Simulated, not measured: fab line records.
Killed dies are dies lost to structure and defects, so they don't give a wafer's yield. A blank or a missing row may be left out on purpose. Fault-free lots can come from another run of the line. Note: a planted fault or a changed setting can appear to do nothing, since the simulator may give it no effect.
Which tool did it? / flow nand-harc / 12 lots, 36 wafers sampled, at 5 steps of a route of 1159

== WHAT THE GAUGES READ, wafer by wafer ==
NHARC_END_SORT_01.
lot=L379; measured=day 23 19:41; on=prober-02; killed-at-array=11 12; killed-at-other=1 1; killed-at-periphery=3 3; killed-dies=15 16; killed-open=3 4; killed-short=1 5

== EACH LOT AND THE TOOL THAT RAN IT (in order: tool; ch and the chambers of the sampled wafers; start) ==
lot=L364; NHARC_A_CONTACT_DESCUM_47=rie-diel-05 ch 0,1,2, day 16 04:28; NHARC_A_CONTACT_ETCH_49=rie-diel-05 ch 0,2,3, day 16 04:51; NHARC_A_CONTACT_ETCH_111=har-cap-etch-03 ch 0,1, day 16 06:04; NHARC_A_CONTACT_ETCH_117=har-cap-etch-03 ch 0,1, day 16 06:56
lot=L362; NHARC_A_CONTACT_DESCUM_47=rie-diel-05 ch 1,2,3, day 16 10:07; NHARC_A_CONTACT_ETCH_49=rie-diel-05 ch 0,1,2, day 16 10:20; NHARC_A_CONTACT_ETCH_111=har-cap-etch-03 ch 0,1, day 16 11:28; NHARC_A_CONTACT_ETCH_117=har-cap-etch-03 ch 0,1, day 16 12:07
lot=L363; NHARC_A_CONTACT_DESCUM_47=rie-diel-05 ch 1,2, day 16 10:10; NHARC_A_CONTACT_ETCH_49=rie-diel-05 ch 0,2,3, day 16 10:33; NHARC_A_CONTACT_ETCH_111=har-cap-etch-01 ch 0,1, day 16 12:02; NHARC_A_CONTACT_ETCH_117=har-cap-etch-01 ch 0,1, day 16 12:52
lot=L369; NHARC_A_CONTACT_DESCUM_47=rie-diel-05 ch 0,1,2, day 17 21:55; NHARC_A_CONTACT_ETCH_49=rie-diel-05 ch 0,1,2, day 17 22:08; NHARC_A_CONTACT_ETCH_111=har-cap-etch-01 ch 0,1, day 17 23:13; NHARC_A_CONTACT_ETCH_117=har-cap-etch-01 ch 0,1, day 17 23:51
lot=L371; NHARC_A_CONTACT_DESCUM_47=rie-diel-13 ch 0,1,2, day 18 08:57; NHARC_A_CONTACT_ETCH_49=rie-diel-13 ch 1,2,3, day 18 09:07; NHARC_A_CONTACT_ETCH_111=har-cap-etch-02 ch 0,1, day 18 10:11; NHARC_A_CONTACT_ETCH_117=har-cap-etch-02 ch 0,1, day 18 10:51
lot=L372; NHARC_A_CONTACT_DESCUM_47=rie-diel-05 ch 0,3, day 18 20:05; NHARC_A_CONTACT_ETCH_49=rie-diel-05 ch 1,2,3, day 18 20:19; NHARC_A_CONTACT_ETCH_111=har-cap-etch-01 ch 0,1, day 18 21:27; NHARC_A_CONTACT_ETCH_117=har-cap-etch-01 ch 0,1, day 18 22:04
lot=L376; NHARC_A_CONTACT_DESCUM_47=rie-diel-13 ch 1,2,3, day 19 03:53; NHARC_A_CONTACT_ETCH_49=rie-diel-13 ch 1,2,3, day 19 04:04; NHARC_A_CONTACT_ETCH_111=har-cap-etch-03 ch 0,1, day 19 06:35; NHARC_A_CONTACT_ETCH_117=har-cap-etch-03 ch 0,1, day 19 07:26
lot=L374; NHARC_A_CONTACT_DESCUM_47=rie-diel-13 ch 2,3, day 19 14:33; NHARC_A_CONTACT_ETCH_49=rie-diel-13 ch 1,2, day 19 14:46; NHARC_A_CONTACT_ETCH_111=har-cap-etch-01 ch 0,1, day 19 15:52; NHARC_A_CONTACT_ETCH_117=har-cap-etch-01 ch 0,1, day 19 16:31
lot=L373; NHARC_A_CONTACT_DESCUM_47=rie-diel-02 ch 1,2,3, day 19 18:52; NHARC_A_CONTACT_ETCH_49=rie-diel-02 ch 0,1,2, day 19 19:05; NHARC_A_CONTACT_ETCH_111=har-cap-etch-01 ch 0,1, day 19 20:11; NHARC_A_CONTACT_ETCH_117=har-cap-etch-01 ch 0,1, day 19 20:49
lot=L379; NHARC_A_CONTACT_DESCUM_47=rie-diel-13 ch 0,3, day 20 10:58; NHARC_A_CONTACT_ETCH_49=rie-diel-13 ch 2,3, day 20 11:10; NHARC_A_CONTACT_ETCH_111=har-cap-etch-02 ch 0,1, day 20 12:24; NHARC_A_CONTACT_ETCH_117=har-cap-etch-02 ch 0,1, day 20 13:04
lot=L378; NHARC_A_CONTACT_DESCUM_47=rie-diel-13 ch 0,2,3, day 20 11:07; NHARC_A_CONTACT_ETCH_49=rie-diel-13 ch 0,1,2, day 20 11:30; NHARC_A_CONTACT_ETCH_111=har-cap-etch-01 ch 0,1, day 20 12:53; NHARC_A_CONTACT_ETCH_117=har-cap-etch-01 ch 0,1, day 20 13:32
lot=L385; NHARC_A_CONTACT_DESCUM_47=rie-diel-05 ch 0,2, day 21 21:08; NHARC_A_CONTACT_ETCH_49=rie-diel-05 ch 0,1, day 21 21:22; NHARC_A_CONTACT_ETCH_111=har-cap-etch-02 ch 0,1, day 21 22:34; NHARC_A_CONTACT_ETCH_117=har-cap-etch-02 ch 0,1, day 21 23:13
- NHARC_A_CONTACT_DESCUM_47: chemistry O2, time 3 s.
- NHARC_A_CONTACT_ETCH_49: etches the open film in N2/H2, target depth 260 nm, time 475.3 s.
- NHARC_A_CONTACT_ETCH_111: etches the open film in C4F8/O2/Ar, time 140 s, target depth 700 nm.
- NHARC_A_CONTACT_ETCH_117: etches the open film in C4F8/O2/Ar, time 94 s, target depth 922 nm.

== AS READ BY THE TOOLS THEMSELVES (means over the sampled wafers that have a number; for cases with no such wafer, the mark the record gives instead) ==
NHARC_A_CONTACT_DESCUM_47.
lot=L364; tool=rie-diel-05; drypump-motor-current-A (A)=5.9; oes-product-au (a.u.)=1.002; rf-vpp-V (V)=57.8; showerhead-plenum-p-Torr (Torr)=1.80; throttle-valve-pct (%)=11.316
lot=L362; tool=rie-diel-05; drypump-motor-current-A (A)=5.8; oes-product-au (a.u.)=1.000; rf-vpp-V (V)=57.8; showerhead-plenum-p-Torr (Torr)=1.87; throttle-valve-pct (%)=11.299
lot=L363; tool=rie-diel-05; drypump-motor-current-A (A)=6.1; oes-product-au (a.u.)=0.999; rf-vpp-V (V)=57.8; showerhead-plenum-p-Torr (Torr)=1.81; throttle-valve-pct (%)=11.310
lot=L369; tool=rie-diel-05; drypump-motor-current-A (A)=5.9; oes-product-au (a.u.)=1.000; rf-vpp-V (V)=58.0; showerhead-plenum-p-Torr (Torr)=1.80; throttle-valve-pct (%)=11.312
lot=L371; tool=rie-diel-13; drypump-motor-current-A (A)=5.4; oes-product-au (a.u.)=1.002; rf-vpp-V (V)=57.0; showerhead-plenum-p-Torr (Torr)=1.85; throttle-valve-pct (%)=11.311
lot=L372; tool=rie-diel-05; drypump-motor-current-A (A)=5.8; oes-product-au (a.u.)=0.990; rf-vpp-V (V)=57.9; showerhead-plenum-p-Torr (Torr)=1.92; throttle-valve-pct (%)=11.320
lot=L376; tool=rie-diel-13; drypump-motor-current-A (A)=5.7; oes-product-au (a.u.)=1.010; rf-vpp-V (V)=57.6; showerhead-plenum-p-Torr (Torr)=1.89; throttle-valve-pct (%)=11.307
lot=L374; tool=rie-diel-13; drypump-motor-current-A (A)=5.7; oes-product-au (a.u.)=0.997; rf-vpp-V (V)=58.4; showerhead-plenum-p-Torr (Torr)=1.85; throttle-valve-pct (%)=11.316
lot=L373; tool=rie-diel-02; drypump-motor-current-A (A)=5.7; oes-product-au (a.u.)=1.010; rf-vpp-V (V)=57.1; showerhead-plenum-p-Torr (Torr)=1.94; throttle-valve-pct (%)=11.303
lot=L379; tool=rie-diel-13; drypump-motor-current-A (A)=5.5; oes-product-au (a.u.)=1.001; rf-vpp-V (V)=56.7; showerhead-plenum-p-Torr (Torr)=1.88; throttle-valve-pct (%)=11.323
lot=L378; tool=rie-diel-13; drypump-motor-current-A (A)=5.5; oes-product-au (a.u.)=1.000; rf-vpp-V (V)=57.5; showerhead-plenum-p-Torr (Torr)=1.85; throttle-valve-pct (%)=11.313
lot=L385; tool=rie-diel-05; drypump-motor-current-A (A)=6.1; oes-product-au (a.u.)=1.002; rf-vpp-V (V)=56.3; showerhead-plenum-p-Torr (Torr)=1.79; throttle-valve-pct (%)=11.307

NHARC_A_CONTACT_ETCH_49.
lot=L364; tool=rie-diel-05; drypump-motor-current-A (A)=6.1; h2-flow-sccm (sccm)=149.7; oes-product-au (a.u.)=0.993; rf-vpp-V (V)=428.0; showerhead-plenum-p-Torr (Torr)=1.99; throttle-valve-pct (%)=14.172
lot=L362; tool=rie-diel-05; drypump-motor-current-A (A)=5.9; h2-flow-sccm (sccm)=150.0; oes-product-au (a.u.)=1.001; rf-vpp-V (V)=426.4; showerhead-plenum-p-Torr (Torr)=1.91; throttle-valve-pct (%)=14.166
lot=L363; tool=rie-diel-05; drypump-motor-current-A (A)=6.1; h2-flow-sccm (sccm)=150.1; oes-product-au (a.u.)=0.997; rf-vpp-V (V)=429.0; showerhead-plenum-p-Torr (Torr)=1.99; throttle-valve-pct (%)=14.172
lot=L369; tool=rie-diel-05; drypump-motor-current-A (A)=5.9; h2-flow-sccm (sccm)=150.1; oes-product-au (a.u.)=0.995; rf-vpp-V (V)=427.3; showerhead-plenum-p-Torr (Torr)=1.91; throttle-valve-pct (%)=14.173
lot=L371; tool=rie-diel-13; drypump-motor-current-A (A)=5.7; h2-flow-sccm (sccm)=149.7; oes-product-au (a.u.)=1.000; rf-vpp-V (V)=430.7; showerhead-plenum-p-Torr (Torr)=2.01; throttle-valve-pct (%)=14.171
lot=L372; tool=rie-diel-05; drypump-motor-current-A (A)=5.8; h2-flow-sccm (sccm)=150.1; oes-product-au (a.u.)=0.995; rf-vpp-V (V)=429.1; showerhead-plenum-p-Torr (Torr)=1.99; throttle-valve-pct (%)=14.168
lot=L376; tool=rie-diel-13; drypump-motor-current-A (A)=5.7; h2-flow-sccm (sccm)=149.9; oes-product-au (a.u.)=1.002; rf-vpp-V (V)=429.9; showerhead-plenum-p-Torr (Torr)=2.01; throttle-valve-pct (%)=14.171
lot=L374; tool=rie-diel-13; drypump-motor-current-A (A)=5.6; h2-flow-sccm (sccm)=149.9; oes-product-au (a.u.)=0.997; rf-vpp-V (V)=428.2; showerhead-plenum-p-Torr (Torr)=1.97; throttle-valve-pct (%)=14.181
lot=L373; tool=rie-diel-02; drypump-motor-current-A (A)=5.9; h2-flow-sccm (sccm)=149.8; oes-product-au (a.u.)=0.998; rf-vpp-V (V)=428.8; showerhead-plenum-p-Torr (Torr)=2.01; throttle-valve-pct (%)=14.183
lot=L379; tool=rie-diel-13; drypump-motor-current-A (A)=5.7; h2-flow-sccm (sccm)=74.5; oes-product-au (a.u.)=1.000; rf-vpp-V (V)=428.4; showerhead-plenum-p-Torr (Torr)=1.71; throttle-valve-pct (%)=13.093
lot=L378; tool=rie-diel-13; drypump-motor-current-A (A)=5.5; h2-flow-sccm (sccm)=74.9; oes-product-au (a.u.)=1.005; rf-vpp-V (V)=428.5; showerhead-plenum-p-Torr (Torr)=1.70; throttle-valve-pct (%)=13.093
lot=L385; tool=rie-diel-05; drypump-motor-current-A (A)=5.6; h2-flow-sccm (sccm)=150.4; oes-product-au (a.u.)=1.009; rf-vpp-V (V)=425.8; showerhead-plenum-p-Torr (Torr)=1.89; throttle-valve-pct (%)=14.177

== THE ANSWER, worked out from the rows above alone ==
Rule: the usual values come from the lots themselves. Put in order of their means at a reading, lots are off if they are a third of the lots or fewer, leave a main group of 4 or more, and stand apart from it by a gap of 3 or more times the standard deviation of the main group's means; of several such gaps the widest counts. A main group whose means are all the same, to the digits that the tables above print for the reading, isn't used. Also off: a lot with no number at a reading for which 4 or more lots have one. Any other lot the step has rows for is counted as sound. First the gauges in route order, then the tools' own readings, where a lot's mean is used as printed above. At the first step where some lot is off, the reading lying furthest off is the one used; lots without a number count as furthest.
Off: L379, L378, at NHARC_A_CONTACT_ETCH_49 (h2-flow-sccm). Main group: mean 150.0 sccm, sd 0.21.
If a tool, at that step or one of the process steps before it, ran each lot that is off and ran no sound lot following the first of them, it fits. One fits: rie-diel-13 at NHARC_A_CONTACT_DESCUM_47 and NHARC_A_CONTACT_ETCH_49. At NHARC_A_CONTACT_DESCUM_47 its last sound lot is L374 (day 19 14:33), its first lot that is off L379 (day 20 10:58): a fault that began between those two fits.

== WHAT WAS PUT IN BY THE SIMULATOR ==
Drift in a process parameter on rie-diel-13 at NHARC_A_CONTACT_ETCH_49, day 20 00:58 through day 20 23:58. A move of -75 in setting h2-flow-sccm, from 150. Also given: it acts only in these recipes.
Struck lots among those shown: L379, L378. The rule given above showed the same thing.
